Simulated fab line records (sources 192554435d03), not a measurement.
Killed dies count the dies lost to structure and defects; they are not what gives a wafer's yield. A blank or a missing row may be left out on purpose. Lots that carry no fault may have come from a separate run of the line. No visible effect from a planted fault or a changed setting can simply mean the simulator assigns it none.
Tool commonality check	flow n5_finfet	9 lots and 27 wafers in the sample

## WHY IT WAS OPENED
Flagged at N5_HKMG_FIN_CD_MEAS_12: reading cd_nm, on 2 of 9 lots. Wafers without a fault read 92.5 nm, standard deviation 0.74.
Rule: a lot is flagged when every wafer of it that has a number lies more than 4 standard deviations from that mean, or none has a number. The other lots count as sound.

lot	measured	on	cd_nm (nm), wafer by wafer	flag
L844	day 4 11:29	cd_sem-02	92.4 92.7 92.3	
L847	day 5 12:06	cd_sem-02	92.3 92.8 92.8	
L849	day 5 17:58	cd_sem-01	102.9 104.0 102.9	FLAGGED
L851	day 6 10:02	cd_sem-03	103.2 103.9 103.1	FLAGGED
L860	day 8 08:56	cd_sem-03	92.4 92.2 93.9	
L861	day 8 15:38	cd_sem-02	93.3 92.7 92.5	
L864	day 9 09:24	cd_sem-02	92.0 91.8 91.5	
L865	day 10 00:05	cd_sem-01	92.4 92.9 91.7	
L866	day 10 00:32	cd_sem-03	92.8 91.5 92.2	
Average over the flagged lots: 103.3 nm; offset from the usual +10.8 nm, equal to +15 standard deviations.

## EACH LOT AND THE TOOL IT RAN ON
The record holds 4 process steps before the reading, out of a route of 1938 steps. Each cell gives the tool, then ch followed by the chambers the sampled wafers passed through, then the start.
lot	flag	N5_HKMG_FIN_DESCUM_53	N5_HKMG_FIN_STRIP_60	N5_HKMG_FIN_ALD_79	N5_HKMG_FIN_PEB_10
L844		rie_diel-05 ch 0,2, day 4 08:00	plasma_asher-02 ch 0,1, day 4 09:00	ald_metal-01 ch 0,1,2, day 4 09:22	litho_track-05 ch 0, day 4 11:25
L847		rie_diel-01 ch 0,1,3, day 5 08:08	plasma_asher-02 ch 1, day 5 09:46	ald_metal-04 ch 0,1, day 5 10:19	litho_track-05 ch 0, day 5 12:02
L849	FLAGGED	rie_diel-01 ch 0,2, day 5 14:21	plasma_asher-01 ch 0,1, day 5 15:34	ald_metal-01 ch 0,1, day 5 16:04	litho_track-05 ch 0, day 5 17:55
L851	FLAGGED	rie_diel-05 ch 0,1,2, day 6 06:49	plasma_asher-02 ch 0,1, day 6 07:41	ald_metal-04 ch 0,2,3, day 6 08:14	litho_track-05 ch 0, day 6 09:58
L860		rie_diel-01 ch 0,2, day 8 05:39	plasma_asher-02 ch 0,1, day 8 06:31	ald_metal-03 ch 1,2, day 8 07:01	litho_track-02 ch 0, day 8 08:52
L861		rie_diel-01 ch 1,2, day 8 12:28	plasma_asher-02 ch 0,1, day 8 13:20	ald_metal-01 ch 0,1, day 8 13:50	litho_track-04 ch 0, day 8 15:34
L864		rie_diel-01 ch 0,1, day 9 05:59	plasma_asher-02 ch 0,1, day 9 06:52	ald_metal-01 ch 1,2,3, day 9 07:21	litho_track-02 ch 0, day 9 09:20
L865		rie_diel-05 ch 0,1,3, day 9 20:49	plasma_asher-02 ch 0,1, day 9 21:43	ald_metal-03 ch 0,1,2, day 9 22:13	litho_track-02 ch 0, day 10 00:01
L866		rie_diel-03 ch 0,1,2, day 9 21:11	plasma_asher-01 ch 0,1, day 9 22:04	ald_metal-04 ch 1,2,3, day 9 22:34	litho_track-05 ch 0, day 10 00:28
These steps, and what they do:
- N5_HKMG_FIN_DESCUM_53: chemistry O2, time 7.9 s.
- N5_HKMG_FIN_STRIP_60: strips in N2/H2, time 360 s.
- N5_HKMG_FIN_ALD_79: deposits TiN, target thk 1.5 nm, pulse time 1 s, purge time 3 s.
- N5_HKMG_FIN_PEB_10: peb time 60 s.
- N5_HKMG_FIN_CD_MEAS_12: target cd 92.8 nm.

## FLAGGED AGAINST TOTAL, ONE TOOL AT A TIME (gauges that did the reading follow at the end)
step	tool	lots run	flagged	share of the flagged lots	sound lots run after its first flagged lot
N5_HKMG_FIN_DESCUM_53	rie_diel-01	5	1	some	3 (L860,L861,L864)
N5_HKMG_FIN_DESCUM_53	rie_diel-03	1	0	none	-
N5_HKMG_FIN_DESCUM_53	rie_diel-05	3	1	some	1 (L865)
N5_HKMG_FIN_STRIP_60	plasma_asher-01	2	1	some	1 (L866)
N5_HKMG_FIN_STRIP_60	plasma_asher-02	7	1	some	4 (L860,L861,L864,L865)
N5_HKMG_FIN_ALD_79	ald_metal-01	4	1	some	2 (L861,L864)
N5_HKMG_FIN_ALD_79	ald_metal-03	2	0	none	-
N5_HKMG_FIN_ALD_79	ald_metal-04	3	1	some	1 (L866)
N5_HKMG_FIN_PEB_10	litho_track-02	3	0	none	-
N5_HKMG_FIN_PEB_10	litho_track-04	1	0	none	-
N5_HKMG_FIN_PEB_10	litho_track-05	5	2	all	1 (L866)
N5_HKMG_FIN_CD_MEAS_12	cd_sem-01	2	1	some	1 (L865)
N5_HKMG_FIN_CD_MEAS_12	cd_sem-02	4	0	none	-
N5_HKMG_FIN_CD_MEAS_12	cd_sem-03	3	1	some	2 (L860,L866)

## WHAT IS ALLOWED BY THE TABLE
All flagged lots share 1 row of the table, namely litho_track-05 at N5_HKMG_FIN_PEB_10.
- litho_track-05 at N5_HKMG_FIN_PEB_10 ran 5 lots, 2 of them flagged. Lots that were sound ran on it after the first flagged one (L866); a persistent fault on the entire tool would not allow that.
Not one row of the table ran every flagged lot while running no sound lot after the first.

## WHAT HAD BEEN PUT IN BY THE SIMULATOR
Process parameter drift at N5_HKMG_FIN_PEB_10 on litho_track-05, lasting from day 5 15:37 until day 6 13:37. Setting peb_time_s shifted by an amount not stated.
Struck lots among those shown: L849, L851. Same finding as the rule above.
